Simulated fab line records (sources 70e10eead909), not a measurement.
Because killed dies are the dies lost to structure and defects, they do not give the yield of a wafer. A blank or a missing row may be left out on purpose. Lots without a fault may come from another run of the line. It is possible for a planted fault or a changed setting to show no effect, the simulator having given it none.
Which tool is to blame? ; flow nand_harc ; 72 wafers from 24 lots sampled at 6 of the route's 1159 steps

## WHAT THE GAUGES SHOWED, per wafer
NHARC_A_SLIT_OVL_MEAS_10. Usual: overlay_x_nm -0.1 nm, standard deviation 0.81; overlay_y_nm -0.2 nm, standard deviation 0.86.
lot;measured;on;overlay_x_nm (nm);overlay_y_nm (nm);flag
L074;day 14 07:38;overlay-01;-0.9 -1.2 -0.9;-1.2 -1.5 -0.8;
L076;day 14 15:20;overlay-02;0.1 0.4 0.4;-1.1 -0.8 -1.0;
L075;day 14 16:16;overlay-02;0.0 -0.5 -0.2;-0.3 -0.6 -0.5;
L078;day 15 03:08;overlay-01;0.3 0.1 0.9;0.7 -0.1 0.0;
L077;day 15 02:30;overlay-02;-1.2 -0.9 -0.5;-0.5 -0.4 -0.3;
L079;day 15 13:15;overlay-01;-1.5 -1.1 -0.9;-0.8 -0.6 -0.5;
L081;day 16 12:14;overlay-01;1.2 0.9 1.0;0.0 -0.2 -0.6;
L080;day 16 07:12;overlay-01;-0.3 -0.7 -0.1;1.3 1.3 1.6;
L082;day 16 15:02;overlay-01;-0.2 -1.2 -0.8;-1.0 -0.8 -1.3;
L083;day 16 16:41;overlay-02;0.9 0.7 1.3;-0.5 -0.4 -0.4;
L085;day 17 05:21;overlay-01;-0.7 -0.7 -0.7;-0.9 -1.1 -1.0;
L087;day 17 13:16;overlay-02;1.3 0.8 1.3;-0.7 -0.7 -0.3;
L086;day 17 13:47;overlay-02;0.9 0.5 0.4;-0.6 -0.8 -1.3;
L089;day 17 22:17;overlay-01;0.3 -0.4 0.4;0.5 -0.2 0.0;
L084;day 17 22:00;overlay-02;-2.0 -2.2 -1.7;1.6 1.7 2.1;
L088;day 17 22:08;overlay-01;-0.3 0.1 -0.3;0.1 0.4 0.6;
L090;day 18 07:52;overlay-01;0.9 1.3 0.2;-0.6 -0.3 0.1;
L093;day 18 23:29;overlay-01;-0.5 -0.5 0.0;0.6 0.6 0.5;
L091;day 18 21:31;overlay-01;-1.1 -0.6 -1.6;0.1 0.2 0.4;
L094;day 18 21:44;overlay-01;0.2 0.7 0.2;-1.2 -1.8 -1.1;
L092;day 19 07:39;overlay-01;-0.4 -0.4 -0.5;0.7 0.5 0.5;
L096;day 20 02:28;overlay-01;1.1 0.8 0.8;-0.5 0.7 0.5;
L097;day 20 02:52;overlay-01;0.9 1.0 1.0;0.4 1.4 0.5;
L095;day 20 02:42;overlay-02;-0.4 0.6 0.9;-1.4 -1.1 -1.8;

NHARC_A_SLIT_INSPECT_11. Usual: raw_defect_count reads 21 (standard deviation 9.7).
lot;measured;on;raw_defect_count;flag
L074;day 14 07:40;defect_inspect-01;7 7 9;
L076;day 14 15:22;defect_inspect-01;21 20 17;
L075;day 14 16:17;defect_inspect-01;11 8 14;
L078;day 15 03:10;defect_inspect-01;31 20 30;
L077;day 15 02:32;defect_inspect-01;14 10 4;
L079;day 15 13:17;defect_inspect-01;33 29 23;
L081;day 16 12:16;defect_inspect-02;18 9 13;
L080;day 16 07:14;defect_inspect-01;25 30 16;
L082;day 16 15:04;defect_inspect-01;35 36 27;
L083;day 16 16:43;defect_inspect-02;19 18 11;
L085;day 17 05:23;defect_inspect-01;18 8 20;
L087;day 17 13:18;defect_inspect-02;46 31 25;
L086;day 17 13:50;defect_inspect-02;15 17 14;
L089;day 17 22:20;defect_inspect-01;38 32 33;
L084;day 17 22:02;defect_inspect-01;12 14 15;
L088;day 17 22:10;defect_inspect-01;8 13 12;
L090;day 18 07:53;defect_inspect-02;34 35 28;
L093;day 18 23:31;defect_inspect-02;15 21 12;
L091;day 18 21:33;defect_inspect-01;19 13 18;
L094;day 18 21:46;defect_inspect-02;37 36 29;
L092;day 19 07:41;defect_inspect-02;38 35 42;
L096;day 20 02:31;defect_inspect-02;15 17 16;
L097;day 20 02:53;defect_inspect-01;16 19 20;
L095;day 20 02:44;defect_inspect-01;15 19 14;

NHARC_A_SIN_REMOVE_INSPECT_04. Usual: raw_defect_count reads 315 (standard deviation 90).
lot;measured;on;raw_defect_count;flag
L074;day 14 18:52;defect_inspect-01;159 197 231;
L076;day 15 02:35;defect_inspect-01;310 309 228;
L075;day 15 06:14;defect_inspect-01;205 221 277;
L078;day 15 13:41;defect_inspect-02;486 217 262;
L077;day 15 13:40;defect_inspect-01;334 322 227;
L079;day 16 00:31;defect_inspect-01;335 424 339;
L081;day 17 00:07;defect_inspect-01;347 385 327;
L080;day 16 18:19;defect_inspect-02;466 404 406;
L082;day 17 00:08;defect_inspect-01;355 307 389;
L083;day 17 03:51;defect_inspect-01;332 247 297;
L085;day 17 20:07;defect_inspect-02;466 425 419;
L087;day 18 00:32;defect_inspect-02;446 363 374;
L086;day 18 00:32;defect_inspect-01;404 342 595;
L089;day 18 09:16;defect_inspect-02;220 399 277;
L084;day 18 09:16;defect_inspect-01;239 206 223;
L088;day 18 09:17;defect_inspect-01;402 474 335;
L090;day 18 19:56;defect_inspect-02;291 283 293;
L093;day 19 08:47;defect_inspect-01;292 451 340;
L091;day 19 08:44;defect_inspect-02;251 282 231;
L094;day 19 08:44;defect_inspect-01;335 308 442;
L092;day 19 18:48;defect_inspect-02;276 351 538;
L096;day 20 14:31;defect_inspect-02;463 394 460;
L097;day 20 14:33;defect_inspect-01;324 195 265;
L095;day 20 14:31;defect_inspect-01;147 172 179;

## TOOL THAT RAN EACH LOT (tool first, then ch and the chambers of the sampled wafers, then the start)
lot;NHARC_A_STAIRCASE_DESCUM_252;NHARC_A_SGD_CUT_ETCH_16;NHARC_A_SLIT_STRIP_18
L074;rie_diel-04 ch 0,2,3, day 11 09:17;rie_diel-13 ch 0,2,3, day 14 07:38 or earlier;rie_diel-10 ch 2,3, day 14 18:52 or earlier
L076;rie_diel-04 ch 0,2, day 11 18:08;rie_diel-13 ch 1,2,3, day 14 15:20 or earlier;rie_diel-10 ch 0,1,3, day 15 02:35 or earlier
L075;rie_diel-04 ch 0,2,3, day 11 19:05;rie_diel-08 ch 0,1, day 14 16:16 or earlier;rie_diel-09 ch 0,2,3, day 15 06:14 or earlier
L078;rie_diel-11 ch 0,3, day 12 05:30;rie_diel-13 ch 1,2, day 15 03:08 or earlier;rie_diel-09 ch 2,3, day 15 13:41 or earlier
L077;rie_diel-11 ch 0,3, day 12 07:28;rie_diel-08 ch 0,1, day 15 02:30 or earlier;rie_diel-07 ch 0,1,2, day 15 13:40 or earlier
L079;rie_diel-12 ch 0,2,3, day 12 16:04;rie_diel-13 ch 0,1,2, day 15 13:15 or earlier;rie_diel-07 ch 0,1,3, day 16 00:31 or earlier
L081;rie_diel-12 ch 0,3, day 12 21:25;rie_diel-08 ch 0,1, day 16 12:14 or earlier;rie_diel-07 ch 1,2, day 17 00:07 or earlier
L080;rie_diel-04 ch 1,2,3, day 12 21:50;rie_diel-05 ch 0,1, day 16 07:12 or earlier;rie_diel-10 ch 1,2,3, day 16 18:19 or earlier
L082;rie_diel-12 ch 0,1,2, day 13 17:04;rie_diel-13 ch 2,3, day 16 15:02 or earlier;rie_diel-07 ch 0,1,2, day 17 00:08 or earlier
L083;rie_diel-04 ch 0,2,3, day 13 18:47;rie_diel-08 ch 0,1,3, day 16 16:41 or earlier;rie_diel-07 ch 0,1,3, day 17 03:51 or earlier
L085;rie_diel-04 ch 2,3, day 14 06:19;rie_diel-08 ch 2,3, day 17 05:21 or earlier;rie_diel-10 ch 1,3, day 17 20:07 or earlier
L087;rie_diel-04 ch 0,1,3, day 14 15:31;rie_diel-05 ch 0,1,2, day 17 13:16 or earlier;rie_diel-10 ch 0,1, day 18 00:32 or earlier
L086;rie_diel-04 ch 0,3, day 14 17:26;rie_diel-13 ch 0,2,3, day 17 13:47 or earlier;rie_diel-10 ch 0,1,3, day 18 00:32 or earlier
L089;rie_diel-04 ch 0,2,3, day 14 23:49;rie_diel-13 ch 0,3, day 17 22:17 or earlier;rie_diel-09 ch 0,3, day 18 09:16 or earlier
L084;rie_diel-11 ch 0,2,3, day 15 00:43;rie_diel-13 ch 0,2,3, day 17 22:00 or earlier;rie_diel-10 ch 0,1,2, day 18 09:16 or earlier
L088;rie_diel-12 ch 0,2,3, day 15 04:41;rie_diel-13 ch 0,2,3, day 17 22:08 or earlier;rie_diel-09 ch 0,2, day 18 09:17 or earlier
L090;rie_diel-04 ch 1,2,3, day 15 10:13;rie_diel-05 ch 0,2,3, day 18 07:52 or earlier;rie_diel-10 ch 0,2,3, day 18 19:56 or earlier
L093;rie_diel-04 ch 1,3, day 15 21:46;rie_diel-08 ch 0,1,2, day 18 23:29 or earlier;rie_diel-10 ch 0,1,3, day 19 08:47 or earlier
L091;rie_diel-11 ch 0,2,3, day 15 22:57;rie_diel-13 ch 0,1, day 18 21:31 or earlier;rie_diel-10 ch 0,1, day 19 08:44 or earlier
L094;rie_diel-04 ch 0,1, day 15 23:40;rie_diel-05 ch 0,3, day 18 21:44 or earlier;rie_diel-07 ch 0,1,3, day 19 08:44 or earlier
L092;rie_diel-11 ch 0,3, day 16 04:52;rie_diel-05 ch 0,1,3, day 19 07:39 or earlier;rie_diel-10 ch 0,1, day 19 18:48 or earlier
L096;rie_diel-11 ch 0,1,3, day 16 21:35;rie_diel-08 ch 1,2,3, day 20 02:28 or earlier;rie_diel-10 ch 0,1,3, day 20 14:31 or earlier
L097;rie_diel-04 ch 0,2,3, day 17 03:08;rie_diel-13 ch 2,3, day 20 02:52 or earlier;rie_diel-07 ch 0,1, day 20 14:33 or earlier
L095;rie_diel-11 ch 0,1,3, day 17 07:37;rie_diel-05 ch 0,1,2, day 20 02:42 or earlier;rie_diel-10 ch 1,2,3, day 20 14:31 or earlier
- NHARC_A_STAIRCASE_DESCUM_252: chemistry O2, time 3 s.
- NHARC_A_SGD_CUT_ETCH_16: etches the open film in C4F8/O2/Ar, target depth 310.5 nm, time 155.2 s.
- NHARC_A_SLIT_STRIP_18: strips in O2.

## AS READ BY THE TOOLS THEMSELVES (means over the sampled wafers that have a number; for cases with no such wafer, the mark the record gives instead)
NHARC_A_STAIRCASE_DESCUM_252. Usual: drypump_motor_current_A 5.6 A, standard deviation 0.48; oes_product_au 1.001 a.u., standard deviation 0.0064; rf_vpp_V 57.7 V, standard deviation 0.93; showerhead_plenum_p_Torr 1.89 Torr, standard deviation 0.09; throttle_valve_pct 11.311 %, standard deviation 0.0086.
lot;tool;drypump_motor_current_A (A);oes_product_au (a.u.);rf_vpp_V (V);showerhead_plenum_p_Torr (Torr);throttle_valve_pct (%);flag
L074;rie_diel-04;5.3;0.999;57.4;1.89;11.312;
L076;rie_diel-04;5.5;1.003;57.3;1.85;11.310;
L075;rie_diel-04;5.3;0.997;57.1;1.89;11.303;
L078;rie_diel-11;5.6;0.997;57.7;1.95;11.318;
L077;rie_diel-11;5.6;1.003;58.0;1.95;11.306;
L079;rie_diel-12;5.8;0.997;58.6;1.94;11.316;
L081;rie_diel-12;5.8;0.999;58.4;1.96;11.313;
L080;rie_diel-04;5.7;1.003;58.3;1.90;11.313;
L082;rie_diel-12;5.5;0.995;58.7;1.88;11.302;
L083;rie_diel-04;5.3;0.995;58.2;1.88;11.312;
L085;rie_diel-04;5.4;1.005;57.7;1.94;11.310;
L087;rie_diel-04;5.5;1.003;57.5;1.87;11.310;
L086;rie_diel-04;5.1;0.998;57.4;1.85;11.308;
L089;rie_diel-04;5.3;1.005;57.2;1.88;11.311;
L084;rie_diel-11;5.3;1.008;58.3;1.94;11.306;
L088;rie_diel-12;5.8;0.999;56.9;1.93;11.311;
L090;rie_diel-04;5.7;1.004;58.3;1.89;11.307;
L093;rie_diel-04;5.9;1.006;57.5;1.88;11.308;
L091;rie_diel-11;5.3;1.000;57.6;1.93;11.310;
L094;rie_diel-04;5.4;1.000;57.6;1.80;11.303;
L092;rie_diel-11;5.3;1.003;57.5;1.86;11.309;
L096;rie_diel-11;5.8;1.007;57.3;1.97;11.319;
L097;rie_diel-04;5.4;1.002;58.0;1.87;11.310;
L095;rie_diel-11;5.8;1.005;58.5;1.97;11.315;

NHARC_A_SGD_CUT_ETCH_16. Usual: oes_product_au 0.974 a.u., standard deviation 0.013; rf_vpp_V 723 V, standard deviation 4.8.
lot;tool;oes_product_au (a.u.);rf_vpp_V (V);flag
L074;rie_diel-13;0.970;724;
L076;rie_diel-13;0.953;722;
L075;rie_diel-08;0.982;725;
L078;rie_diel-13;0.965;724;
L077;rie_diel-08;0.988;724;
L079;rie_diel-13;0.972;725;
L081;rie_diel-08;0.982;728;
L080;rie_diel-05;0.982;718;
L082;rie_diel-13;0.974;719;
L083;rie_diel-08;0.981;723;
L085;rie_diel-08;0.970;718;
L087;rie_diel-05;0.981;721;
L086;rie_diel-13;0.941;723;
L089;rie_diel-13;0.961;724;
L084;rie_diel-13;0.985;722;
L088;rie_diel-13;0.983;723;
L090;rie_diel-05;0.982;724;
L093;rie_diel-08;0.981;723;
L091;rie_diel-13;0.970;728;
L094;rie_diel-05;0.977;724;
L092;rie_diel-05;0.963;721;
L096;rie_diel-08;0.982;721;
L097;rie_diel-13;0.977;719;
L095;rie_diel-05;0.965;720;

NHARC_A_SLIT_STRIP_18. Usual: drypump_motor_current_A 5.8 A, standard deviation 0.39; oes_product_au 0.998 a.u., standard deviation 0.0084; rf_vpp_V 57.5 V, standard deviation 0.83; showerhead_plenum_p_Torr 3.44 Torr, standard deviation 0.072; throttle_valve_pct 17.036 %, standard deviation 0.0093.
lot;tool;drypump_motor_current_A (A);oes_product_au (a.u.);rf_vpp_V (V);showerhead_plenum_p_Torr (Torr);throttle_valve_pct (%);flag
L074;rie_diel-10;6.1;0.997;57.4;3.37;17.036;
L076;rie_diel-10;5.7;0.993;57.7;3.40;17.039;
L075;rie_diel-09;6.2;0.990;57.6;3.51;17.029;
L078;rie_diel-09;6.2;0.991;57.9;3.54;17.035;
L077;rie_diel-07;5.6;1.002;57.9;3.49;17.041;
L079;rie_diel-07;6.1;1.004;57.6;3.45;17.035;
L081;rie_diel-07;5.5;0.997;57.0;3.51;17.041;
L080;rie_diel-10;5.9;0.999;57.5;3.42;17.031;
L082;rie_diel-07;5.6;0.996;57.4;3.48;17.040;
L083;rie_diel-07;6.1;0.995;58.5;3.45;17.042;
L085;rie_diel-10;5.7;0.996;56.8;3.41;17.031;
L087;rie_diel-10;5.5;1.004;58.5;3.44;17.042;
L086;rie_diel-10;5.7;1.005;56.9;3.40;17.041;
L089;rie_diel-09;6.2;0.993;57.4;3.55;17.034;
L084;rie_diel-10;5.6;1.005;57.1;3.44;17.042;
L088;rie_diel-09;6.2;0.995;58.5;3.43;17.026;
L090;rie_diel-10;5.8;1.005;57.0;3.40;17.040;
L093;rie_diel-10;5.7;1.005;58.1;3.40;17.032;
L091;rie_diel-10;5.4;1.001;57.6;3.43;17.041;
L094;rie_diel-07;6.1;1.002;57.5;3.45;17.028;
L092;rie_diel-10;5.5;1.004;58.0;3.44;17.025;
L096;rie_diel-10;5.7;0.992;57.4;3.39;17.031;
L097;rie_diel-07;5.8;0.991;57.2;3.45;17.038;
L095;rie_diel-10;5.9;0.993;57.4;3.41;17.037;

## THE ANSWER, worked out from the rows above alone
Rule: lot off if the mean of its wafers having a number is beyond 3 standard deviations from the usual mean. Also off: a lot with no number at a reading for which 4 or more lots have one. Any other lot the step has rows for is counted as sound. Order of review: gauges by route order, followed by the tools' own readings, for which a lot's mean as printed above is used. The first step at which some lot is off is used, and at that step the reading that is off furthest; a lot without a number counts as furthest.
None of the lots is off at any reading shown; this tells nothing.

## WHAT THE SIMULATOR PUT IN
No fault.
